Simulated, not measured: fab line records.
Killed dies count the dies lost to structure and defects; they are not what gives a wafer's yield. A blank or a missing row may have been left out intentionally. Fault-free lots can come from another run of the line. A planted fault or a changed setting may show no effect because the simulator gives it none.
fab line records | flow nandHarc | part 1 of 2: steps 1 to 30 of 43
[record] lots = 5 wafers = 15 lastDay = 33
route steps=1302 shown A_ZERO_WELL@391 A_SOURCE_PLATE@413 A_ONON_D1@424
lots with no fault: from the same line, run without faults
startH: hours from the record's first day to the start of the lot's first wafer shown | waitH: hours elapsed since this lot's preceding step | " unchanged from the row above | L1.1+2: several wafers, shown together as one row | - no value, or no start was given | * or withheld: withheld | < > ~ a bound
route shown NAME@n: a module of which the file shows steps, and the number in the route of the first | usual: the fault-free wafers' mean and standard deviation | same: alike in all rows | chamber/n: place in a boat | sites: the reading at each site | _std_site: how widely they spread, as a standard deviation | _edge_site: inner sites' mean taken away from outer sites' mean | radiusMm: how far each site lies from the wafer's centre | mask NAME#n: copy n | behind: tool/chamber where the wafer was last shaped | hold: why the lot was held/for how many hours/how that ended | device: the n, p or np transistor that did not switch | end of line: tests of these same wafers at the route's end | a step given without rows: its recipe and nothing more | killed: at the first sort, the dies lost to defects and structure; wafer yield is something else | map: dies across one wafer; x = killed, . = not, _ = none there
set.NAME: the setting as run; set.NAME@STEP: as run at that earlier step | model.NAME: the simulator's own value behind a step, which no gauge read
lots at some steps of the route; a table a step, a row a wafer
services: the hour from which a tool's chamber was out of use, counted from the record's first day as startH (under 0 if before that day), plus the number of hours and why
[[steps]]
[step NHARC_A_ZERO_WELL_SRD_01]
// columns lot.wafer tool chamber startH waitH
L075.5+6+3 wetBench-03 4,6,0 - -
L081.5+3+2 wetBench-05 6,7,0 - -
L084.3+1+5 wetBench-02 6,7,0 - -
L094.3+1+4 wetBench-03 3,4,7 - -
L096.4+3+1 wetBench-03 1,2,4 - -
[step NHARC_A_ZERO_WELL_DEHYDRATE_02]
[recipe] tempC = 150 timeS = 120
// columns lot.wafer tool chamber startH waitH
L075.3+5+6 lithoTrack-03 0 153.15 -
L081.2+3+5 lithoTrack-05 0 206.71 -
L084.1+3+5 lithoTrack-02 0 239.15 -
L094.1+3+4 lithoTrack-05 0 355.82 -
L096.1+3+4 lithoTrack-05 0 362.22 -
[step NHARC_A_ZERO_WELL_HMDS_03]
[recipe] timeS = 30
// columns lot.wafer tool chamber startH waitH
L075.3+5+6 lithoTrack-03 0 - -
L081.2+3+5 lithoTrack-05 0 - -
L084.1+3+5 lithoTrack-02 0 - -
L094.1+3+4 lithoTrack-05 0 - -
L096.1+3+4 lithoTrack-05 0 - -
[step NHARC_A_ZERO_WELL_COAT_18]
[recipe] tempC = 200 timeS = 65
// columns lot.wafer tool chamber startH waitH
L075.3+5+6 lithoTrack-03 0 - -
L081.2+3+5 lithoTrack-05 0 - -
L084.1+3+5 lithoTrack-02 0 - -
L094.1+3+4 lithoTrack-05 0 - -
L096.1+3+4 lithoTrack-05 0 - -
[step NHARC_A_ZERO_WELL_COAT_04]
[recipe] spinRpm = 2000 resistThkNm = 600
[usual] dispensePressureKPa = 48.0/1.4
// columns lot.wafer tool chamber startH waitH dispensePressureKPa
L075.3 lithoTrack-03 0 - - 48.8
L075.5 " 0 " " 48.8
L075.6 " 0 " " 48.8
L081.2 lithoTrack-05 0 - - 46.3
L081.3 " 0 " " 46.2
L081.5 " 0 " " 46.3
L084.1 lithoTrack-02 0 - - 49.3
L084.3 " 0 " " 49.3
L084.5 " 0 " " 49.4
L094.1 lithoTrack-05 0 - - 46.3
L094.3 " 0 " " 46.3
L094.4 " 0 " " 46.3
L096.1 lithoTrack-05 0 - - 46.3
L096.3 " 0 " " 46.2
L096.4 " 0 " " 46.3
[step NHARC_A_ZERO_WELL_SOFTBAKE_05]
[recipe] tempC = 125 timeS = 70
// columns lot.wafer tool chamber startH waitH
L075.3+5+6 lithoTrack-03 0 - -
L081.2+3+5 lithoTrack-05 0 - -
L084.1+3+5 lithoTrack-02 0 - -
L094.1+3+4 lithoTrack-05 0 - -
L096.1+3+4 lithoTrack-05 0 - -
[step NHARC_A_ZERO_WELL_EBR_06]
// columns lot.wafer tool chamber startH waitH
L075.3+5+6 lithoTrack-03 0 - -
L081.2+3+5 lithoTrack-05 0 - -
L084.1+3+5 lithoTrack-02 0 - -
L094.1+3+4 lithoTrack-05 0 - -
L096.1+3+4 lithoTrack-05 0 - -
[step NHARC_A_ZERO_WELL_EXPOSE_07]
[recipe] na = 0.55 doseMj = 33.85 maskId = A_ZERO
// columns lot.wafer tool chamber startH waitH mask
L075.3+5+6 krfScanner-04 0 153.45 - A_ZERO#0
L081.2+3+5 krfScanner-01 0 206.88 - A_ZERO#0
L084.1+3+5 krfScanner-01 0 239.44 - A_ZERO#0
L094.1+3+4 krfScanner-01 0 356.11 - A_ZERO#0
L096.1+3+4 krfScanner-01 0 362.40 - A_ZERO#0
[step NHARC_A_ZERO_WELL_PEB_08]
[recipe] pebTempC = 128 pebTimeS = 80
[same] pebTimeS = 80
// columns lot.wafer tool chamber startH waitH
L075.3+5+6 lithoTrack-05 0 153.51 0.1
L081.2+3+5 lithoTrack-02 0 206.94 0.1
L084.1+3+5 lithoTrack-05 0 239.50 0.1
L094.1+3+4 lithoTrack-02 0 356.17 0.1
L096.1+3+4 lithoTrack-05 0 362.46 0.1
[step NHARC_A_ZERO_WELL_DEVELOP_09]
[recipe] timeS = 50 devTempC = 22
// columns lot.wafer tool chamber startH waitH
L075.3+5+6 lithoTrack-05 0 - -
L081.2+3+5 lithoTrack-02 0 - -
L084.1+3+5 lithoTrack-05 0 - -
L094.1+3+4 lithoTrack-02 0 - -
L096.1+3+4 lithoTrack-05 0 - -
[step NHARC_A_ZERO_WELL_CD_MEAS_10]
[recipe] targetCdNm = 2000 landingEnergyEv = 500
[usual] cdNm = 1999.6/1.5
// columns lot.wafer tool chamber startH waitH cdNm
L075.3 cdSem-02 0 153.60 - 2000.7
L075.5 " 0 " " 2001.4
L075.6 " 0 " " 2000.5
L081.2 cdSem-02 0 207.03 - 1996.4
L081.3 " 0 " " 1998.2
L081.5 " 0 " " 1997.6
L084.1 cdSem-02 0 239.59 - 1999.0
L084.3 " 0 " " 2000.1
L084.5 " 0 " " 1998.2
L094.1 cdSem-02 0 356.26 - 1996.4
L094.3 " 0 " " 2000.1
L094.4 " 0 " " 1997.9
L096.1 cdSem-03 0 362.55 - 2000.6
L096.3 " 0 " " 1997.4
L096.4 " 0 " " 1999.1
[step NHARC_A_ZERO_WELL_HARDBAKE_11]
[recipe] tempC = 118 timeS = 65
// columns lot.wafer tool chamber startH waitH
L075.3+5+6 lithoTrack-02 0 153.68 -
L081.2+3+5 lithoTrack-05 0 207.11 -
L084.1+3+5 lithoTrack-02 0 239.67 -
L094.1+3+4 lithoTrack-03 0 356.34 -
L096.1+3+4 lithoTrack-02 0 362.63 -
[step NHARC_A_ZERO_WELL_DESCUM_12]
[recipe] timeS = 3 o2FlowSccm = 200 arFlowSccm = 0 biasPowerW = 0 chemistry = O2
[usual] drypumpMotorCurrentA = 5.9/0.36 oesProductAu = 0.998/0.0086 rfVppV = 57.9/0.88 showerheadPlenumPTorr = 1.95/0.087 throttleValvePct = 11.311/0.0089
// columns lot.wafer tool chamber startH waitH drypumpMotorCurrentA oesProductAu rfHoursCounterH rfVppV showerheadPlenumPTorr throttleValvePct
L075.3 rieDiel-12 0 153.77 - 6.1 0.999 2 57.7 2.02 11.320
L075.5 " 1 " " 5.7 0.996 - 58.0 1.86 11.314
L075.6 " 2 " " 6.3 0.987 - 56.9 1.88 11.316
L081.3 rieDiel-03 1 207.20 - 6.2 0.997 14 58.1 2.01 11.320
L081.2 " 2 " " 5.9 1.011 17 57.4 1.88 11.305
L081.5 " 3 " " 6.5 1.001 - 58.3 2.00 11.325
L084.3 rieDiel-12 1 239.76 - 5.8 0.980 3 57.9 1.86 11.314
L084.1 " 2 " " 6.3 0.990 3 59.1 1.88 11.316
L084.5 " 0 " " 6.1 1.000 - 56.9 2.02 11.300
L094.4 rieDiel-12 3 356.42 - 5.4 0.991 2 56.7 2.05 11.306
L094.1 " 0 " " 6.1 0.997 2 58.0 2.02 11.302
L094.3 " 2 " " 6.3 0.986 3 57.1 1.88 11.302
L096.1 rieDiel-12 0 362.70 - 6.1 0.991 3 58.5 2.02 11.287
L096.4 " 2 " " 6.3 0.996 3 57.1 1.88 11.308
L096.3 " 3 " " 5.4 1.006 3 58.6 2.05 11.315
[step NHARC_A_ZERO_WELL_ETCH_19]
[recipe] targetDepthA = 800 overetchA = 240 timeS = 87.88 ionEnergyEv = 200 n2FlowSccm = 150 h2FlowSccm = 150 arFlowSccm = 0 rfW = 400 biasW = 150 chemistry = N2/H2
[usual] drypumpMotorCurrentA = 5.9/0.36 h2FlowSccm = 150.0/0.43 oesProductAu = 0.996/0.0083 rfVppV = 431.2/2.7 showerheadPlenumPTorr = 2.07/0.095 throttleValvePct = 14.173/0.0087
// columns lot.wafer tool chamber startH waitH drypumpMotorCurrentA h2FlowSccm oesProductAu rfHoursCounterH rfVppV showerheadPlenumPTorr throttleValvePct
L075.3 rieDiel-12 2 153.84 0.1 6.3 149.9 0.988 2 428.8 2.00 14.165
L075.6 " 1 " " 5.7 150.1 0.983 - 427.6 1.98 14.163
L075.5 " 2 " " 6.3 150.0 0.977 - 429.5 2.00 14.163
L081.2 rieDiel-03 1 207.27 0.1 6.1 149.4 0.998 14 435.2 2.15 14.166
L081.3 " 3 " " 6.5 150.2 0.996 18 432.9 2.13 14.178
L081.5 " 1 " " 6.1 150.4 0.995 - 434.2 2.15 14.168
L084.3 rieDiel-12 0 239.84 0.1 6.1 150.2 0.984 3 433.3 2.16 14.165
L084.1 " 2 " " 6.3 150.5 0.988 3 429.2 2.00 14.176
L084.5 " 3 " " 5.4 150.1 0.995 - 433.4 2.19 14.160
L094.3 rieDiel-12 2 356.50 0.1 6.3 149.4 0.994 3 428.0 2.00 14.160
L094.1 " 0 " " 6.1 149.7 0.995 2 434.4 2.16 14.169
L094.4 " 1 " " 5.8 150.2 1.001 2 426.9 1.98 14.178
L096.1 rieDiel-12 2 362.80 0.1 6.3 150.2 0.996 3 429.4 2.00 14.169
L096.4 " 3 " " 5.4 149.9 1.001 3 434.2 2.19 14.173
L096.3 " 0 " " 6.1 150.5 1.006 3 432.9 2.16 14.185
[step NHARC_A_ZERO_WELL_ETCH_13]
[recipe] targetDepthA = 1200 timeS = 40.1 hbrFlowSccm = 150 cl2FlowSccm = 50 rfW = 400 icpW = 400 biasW = 100 chemistry = HBr/Cl2
[usual] drypumpMotorCurrentA = 5.8/0.51 oesProductAu = 1.000/0.0073 throttleValvePct = 26.407/0.01
// columns lot.wafer tool chamber startH waitH drypumpMotorCurrentA oesProductAu rfHoursCounterH throttleValvePct
L075.3 rieSi-02 1 153.99 - 6.1 1.010 0.3 26.418
L075.6 " 2 " " 5.9 1.011 - 26.394
L075.5 " 3 " " 5.8 1.011 - 26.395
L081.2 rieSi-01 1 207.38 - 6.5 1.011 0.0 26.433
L081.3 " 0 " " 5.9 1.012 0.0 26.390
L081.5 " 1 " " 6.5 1.004 - 26.377
L084.1 rieSi-01 1 239.97 - 6.5 0.996 0.3 26.409
L084.3 " 2 " " 6.4 1.007 0.3 26.419
L084.5 " 3 " " 4.8 1.013 - 26.408
L094.1 rieSi-01 0 356.62 - 5.9 0.988 1.0 26.411
L094.4 " 1 " " 6.5 1.003 1.2 26.417
L094.3 " 2 " " 6.4 1.001 1.2 26.416
L096.1 rieSi-01 2 362.91 - 6.4 1.006 1.3 26.418
L096.3 " 3 " " 4.8 1.002 1.0 26.412
L096.4 " 0 " " 5.9 1.001 1.1 26.399
[step NHARC_A_ZERO_WELL_STRIP_14]
[recipe] timeS = 900 tempC = 130 chemistry = SPM
// columns lot.wafer tool chamber startH waitH
L075.5+6+3 wetBench-03 0,2,4 154.10 -
L081.2+3+5 wetBench-05 6,7,2 207.53 -
L084.3+5+1 wetBench-02 6,7,0 240.12 -
L094.3+4+1 wetBench-02 3,6,7 356.77 -
L096.4+3+1 wetBench-02 0,3,4 363.07 -
[step NHARC_A_ZERO_WELL_IMPLANT_15]
[recipe] energyKev = 150 doseCm2 = 1e+13 tiltDeg = 7
[usual] beamEnergyKeV = 150.00/0.044 beamOnS = 10.00/0.21 endStationPressureTorr = 5.12e-06/2.8e-07
// columns lot.wafer tool chamber startH waitH beamEnergyKeV beamOnS endStationPressureTorr
L075.3 implanter-01 0 154.56 0.1 149.99 9.84 4.83e-06
L075.5 " 0 " " 150.01 10.09 5.09e-06
L075.6 " 0 " " 149.95 9.38 5.2e-06
L081.2 implanter-02 0 207.97 0.1 150.01 10.11 5.23e-06
L081.3 " 0 " " 150.00 10.03 4.95e-06
L081.5 " 0 " " 149.97 9.94 5e-06
L084.1 implanter-02 0 240.50 0.1 150.10 9.92 4.99e-06
L084.3 " 0 " " 150.00 9.96 5.23e-06
L084.5 " 0 " " 150.00 10.05 4.9e-06
L094.1 implanter-01 0 357.18 0.1 150.01 10.05 4.92e-06
L094.3 " 0 " " 150.06 10.05 5.2e-06
L094.4 " 0 " " 150.01 9.95 5.37e-06
L096.1 implanter-02 0 363.46 0.1 150.04 10.29 5.44e-06
L096.3 " 0 " " 150.02 9.93 5.63e-06
L096.4 " 0 " " 149.95 10.15 5.33e-06
[step NHARC_A_ZERO_WELL_PRECLEAN_22]
[recipe] timeS = 60 tempC = 50 bathAgeMin = 0 chemistry = SC1
// columns lot.wafer tool chamber startH waitH
L075.6+5+3 wetBench-02 4,6,0 154.72 0.0
L081.5+3+2 wetBench-05 1,2,3 208.15 0.1
L084.1+3+5 wetBench-03 2,3,4 240.72 0.2
L094.3+1+4 wetBench-02 0,2,5 357.39 0.1
L096.4+1+3 wetBench-03 2,4,5 363.68 0.1
[step NHARC_A_ZERO_WELL_SRD_23]
// columns lot.wafer tool chamber startH waitH
L075.6+5+3 wetBench-02 4,6,0 - -
L081.5+3+2 wetBench-05 1,2,3 - -
L084.1+3+5 wetBench-03 2,3,4 - -
L094.3+1+4 wetBench-02 0,2,5 - -
L096.4+1+3 wetBench-03 2,4,5 - -
[step NHARC_A_ZERO_WELL_RTA_16]
[recipe] tempC = 1000 timeS = 10
[usual] annealTempCMax = 1004.7/2.8 lampPowerPct = 32.0/0.73 wafer_temp_C_max = 1003.5/0.7
// columns lot.wafer tool chamber startH waitH annealTempCMax lampPowerPct wafer_temp_C_max
L075.3 rtpAnneal-01 0 154.91 - 1002.1 32.6 1003.7
L075.5 " 0 " " 1001.6 32.5 1003.7
L075.6 " 0 " " 1001.7 32.5 1003.4
L081.2 rtpAnneal-02 0 208.31 - 1008.3 31.1 1004.3
L081.3 " 0 " " 1009.4 31.2 1003.5
L081.5 " 0 " " 1008.3 31.1 1003.7
L084.1 rtpAnneal-02 0 240.85 - 1007.8 31.1 1003.6
L084.3 " 0 " " 1008.7 31.1 1003.6
L084.5 " 0 " " 1008.6 31.1 1004.1
L094.1 rtpAnneal-01 0 357.53 - 1002.7 32.6 1003.8
L094.3 " 0 " " 1002.2 32.6 1003.5
L094.4 " 0 " " 1002.1 32.5 1003.7
L096.1 rtpAnneal-01 0 363.81 - 1002.1 32.6 1002.9
L096.3 " 0 " " 1002.1 32.6 1003.0
L096.4 " 0 " " 1002.8 32.6 1003.7
[step NHARC_A_ZERO_WELL_INSPECT_17]
[usual] rawDefectCount = 11/5.3
// columns lot.wafer tool chamber startH waitH rawDefectCount
L075.3 defectInspect-01 - 155.05 0.1 8
L075.5 " - " " 9
L075.6 " - " " 8
L081.2 defectInspect-01 - 208.48 0.1 22
L081.3 " - " " 19
L081.5 " - " " 12
L084.1 defectInspect-02 - 241.04 0.2 14
L084.3 " - " " 7
L084.5 " - " " 7
L094.1 defectInspect-01 - 357.73 0.2 8
L094.3 " - " " 19
L094.4 " - " " 8
L096.1 defectInspect-02 - 364.01 0.2 11
L096.3 " - " " 9
L096.4 " - " " 9
[step NHARC_A_SOURCE_PLATE_PRECLEAN_00]
[recipe] timeS = 60 chemistry = HF-LAST
// columns lot.wafer tool chamber startH waitH
L075.6+3+5 wetBench-01 6,7,1 155.11 0.1
L081.3+5+2 wetBench-06 6,1,3 208.53 0.0
L084.1+3+5 wetBench-04 7,0,1 241.11 0.1
L094.3+4+1 wetBench-06 1,2,5 357.78 0.0
L096.1+3+4 wetBench-06 1,3,6 364.06 0.1
[step NHARC_A_SOURCE_PLATE_SRD_01]
// columns lot.wafer tool chamber startH waitH
L075.6+3+5 wetBench-01 6,7,1 - -
L081.3+5+2 wetBench-06 6,1,3 - -
L084.1+3+5 wetBench-04 7,0,1 - -
L094.3+4+1 wetBench-06 1,2,5 - -
L096.1+3+4 wetBench-06 1,3,6 - -
[step NHARC_A_SOURCE_PLATE_OXIDE_02]
[recipe] targetThkA = 100 tempC = 900 oxTimeS = 1362 material = SiO2
[usual] tubeCenterTempC = 900.01/0.087 zonePowerUpperPct = 16.4/1.5
[same] oxTimeS = 1362
// columns lot.wafer tool chamber startH waitH tubeCenterTempC zonePowerUpperPct
L075.3 furnace-06 0 158.17 - 900.05 19.7
L075.5 " 0 " " 900.05 19.9
L075.6 " 0 " " 900.04 19.6
L081.2 furnace-04 0 211.73 - 900.07 15.4
L081.3 " 0 " " 900.12 15.1
L081.5 " 0 " " 899.96 15.1
L084.1 furnace-08 0 243.03 - 899.94 17.3
L084.3 " 0 " " 899.94 17.5
L084.5 " 0 " " 900.08 16.9
L094.1 furnace-04 0 360.97 - 899.9 15.4
L094.3 " 0 " " 900.03 15.2
L094.4 " 0 " " 900.08 15.1
L096.1 furnace-08 0 370.69 - 900.04 17.1
L096.3 " 0 " " 899.83 17.2
L096.4 " 0 " " 899.9 17.1
[step NHARC_A_SOURCE_PLATE_THK_MEAS_09]
[recipe] thkMeasGauge = ellipsometry
[usual] thkNm = 9.7/1
// columns lot.wafer tool chamber startH waitH thkNm
L075.3 filmMetro-01 - 162.19 0.4 9.6
L075.5 " - " " 9.4
L075.6 " - " " 10.9
L081.2 filmMetro-01 - 215.76 0.4 8.8
L081.3 " - " " 9.9
L081.5 " - " " 9.6
L084.1 filmMetro-02 - 247.12 0.4 9.2
L084.3 " - " " 8.9
L084.5 " - " " 10.3
L094.1 filmMetro-02 - 365.04 0.4 8.0
L094.3 " - " " 11.7
L094.4 " - " " 8.4
L096.1 filmMetro-01 - 374.70 0.4 9.8
L096.3 " - " " 7.5
L096.4 " - " " 9.0
[step NHARC_A_SOURCE_PLATE_PVD_04]
[recipe] targetThkA = 500 material = WSi2
// columns lot.wafer tool chamber startH waitH
L075.3+5+6 pvdSputter-02 - 162.25 0.1
L081.2+3+5 pvdSputter-03 - 215.81 0.1
L084.3+1+5 pvdSputter-02 - 247.20 0.1
L094.3+1+4 pvdSputter-02 - 365.12 0.1
L096.3+1+4 pvdSputter-02 - 374.76 0.1
[step NHARC_A_SOURCE_PLATE_CVD_03]
[recipe] targetThkA = 2000 tempC = 620 pressureMtorr = 200 timeS = 4000 material = poly-Si
[usual] tubeCenterTempC = 620.01/0.059 zonePowerUpperPct = 8.7/0.62
// columns lot.wafer tool chamber startH waitH tubeCenterTempC zonePowerUpperPct
L075.3 lpcvdPoly-03 0 164.67 - 620.01 9.2
L075.5 " 0 " " 619.98 9.1
L075.6 " 0 " " 619.88 9.1
L081.2 lpcvdPoly-01 0 218.35 - 619.99 7.4
L081.3 " 0 " " 619.97 7.5
L081.5 " 0 " " 619.98 7.4
L084.1 lpcvdPoly-02 0 249.70 - 620.04 8.9
L084.3 " 0 " " 620.05 9.0
L084.5 " 0 " " 619.93 9.0
L094.1 lpcvdPoly-02 0 367.61 - 619.92 8.9
L094.3 " 0 " " 620.06 9.1
L094.4 " 0 " " 620.11 8.8
L096.1 lpcvdPoly-03 0 377.18 - 620 9.0
L096.3 " 0 " " 619.93 9.1
L096.4 " 0 " " 619.94 9.0
[step NHARC_A_SOURCE_PLATE_ANNEAL_05]
[recipe] tempC = 850 timeS = 1800
[usual] tubeCenterTempC = 849.99/0.076 zonePowerUpperPct = 14.8/1.2
// columns lot.wafer tool chamber startH waitH tubeCenterTempC zonePowerUpperPct
L075.3 furnace-06 0 171.12 3.3 850.09 17.7
L075.5 " 0 " " 850.1 17.8
L075.6 " 0 " " 850 17.5
L081.2 furnace-06 0 224.75 3.3 850.18 17.8
L081.3 " 0 " " 850.02 17.3
L081.5 " 0 " " 850 17.6
L084.1 furnace-04 0 256.16 3.4 850.02 13.3
L084.3 " 0 " " 849.89 13.6
L084.5 " 0 " " 850.08 13.7
L094.1 furnace-04 0 374.13 3.4 850.09 13.5
L094.3 " 0 " " 849.88 13.4
L094.4 " 0 " " 849.91 13.5
L096.1 furnace-08 0 383.93 3.7 849.99 15.3
L096.3 " 0 " " 850 14.9
L096.4 " 0 " " 849.9 15.2
[step NHARC_A_SOURCE_PLATE_THK_MEAS_06]
[recipe] thkMeasGauge = ellipsometry
[usual] thkNm = 199.2/1.8
// columns lot.wafer tool chamber startH waitH thkNm
L075.3 filmMetro-02 - 175.11 0.4 201.7
L075.5 " - " " 197.2
L075.6 " - " " 199.0
L081.2 filmMetro-01 - 228.66 0.4 201.2
L081.3 " - " " 198.8
L081.5 " - " " 199.2
L084.1 filmMetro-01 - 260.18 0.4 199.3
L084.3 " - " " 200.0
L084.5 " - " " 201.0
L094.1 filmMetro-01 - 378.09 0.4 200.3
L094.3 " - " " 199.7
L094.4 " - " " 201.4
L096.1 filmMetro-01 - 387.83 0.4 196.8
L096.3 " - " " 197.1
L096.4 " - " " 195.6
[step NHARC_A_SOURCE_PLATE_INSPECT_08]
[usual] rawDefectCount = 62/25
// columns lot.wafer tool chamber startH waitH rawDefectCount
L075.3 defectInspect-01 - 175.20 0.0 43
L075.5 " - " " 49
L075.6 " - " " 37
L081.2 defectInspect-01 - 228.76 0.0 59
L081.3 " - " " 65
L081.5 " - " " 75
L084.1 defectInspect-01 - 260.24 0.0 37
L084.3 " - " " 58
L084.5 " - " " 53
L094.1 defectInspect-02 - 378.16 0.0 28
L094.3 " - " " 40
L094.4 " - " " 37
L096.1 defectInspect-02 - 387.89 0.0 50
L096.3 " - " " 68
L096.4 " - " " 46
